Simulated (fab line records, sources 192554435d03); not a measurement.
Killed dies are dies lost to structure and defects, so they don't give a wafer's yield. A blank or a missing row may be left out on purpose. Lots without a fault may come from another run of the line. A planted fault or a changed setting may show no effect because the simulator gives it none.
Chamber matching | flow n5_finfet | N5_BEOL_M11_ETCH_65 on rie_diel-06: 4 sister chambers
The step etches SiARC in CF4, target depth 39 nm, time 65 s. 4 wafers are shown with their chamber, then 8 later ones without.

WAFERS WITH THEIR CHAMBER
wafer  | chamber | drypump_motor_current_A (A)
L085.3 | 3       | 5.77
L089.2 | 2       | 6.01
L089.6 | 1       | 6.48
L088.1 | 0       | 5.77

WAFERS WITHOUT THEIR CHAMBER
wafer  | drypump_motor_current_A (A)
L088.3 | 6.51
L088.6 | 6.49
L093.3 | 5.80
L093.5 | 5.77
L093.6 | 6.50
L094.1 | 6.02
L094.3 | 6.49
L094.5 | 6.03

WHICH CHAMBER EACH WENT THROUGH
wafer  | from the rows above     | in truth
L088.3 | 1                       | 1
L088.6 | 1                       | 1
L093.3 | can't be placed: 0 or 3 | 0
L093.5 | can't be placed: 0 or 3 | 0
L093.6 | 1                       | 1
L094.1 | 2                       | 2
L094.3 | 1                       | 1
L094.5 | 2                       | 2
Placed correctly: 6 of 8. Can't be placed from these rows: 2 (the true chamber is among the candidates in 2). Placed wrongly: 0.
How it was worked out, from the rows above alone: a wafer's distance from a chamber is the root of the sum, over the readings, of the square of ((its reading less the chamber's mean) divided by the reading's scatter). The wafer belongs to the nearest chamber; if the next one is less than 2 further off, it can't be placed. A chamber's mean is the mean of its shown wafers. The scatter: with one shown wafer a chamber, the root of the mean of the squares of how far each hidden wafer lies from its nearest shown one.
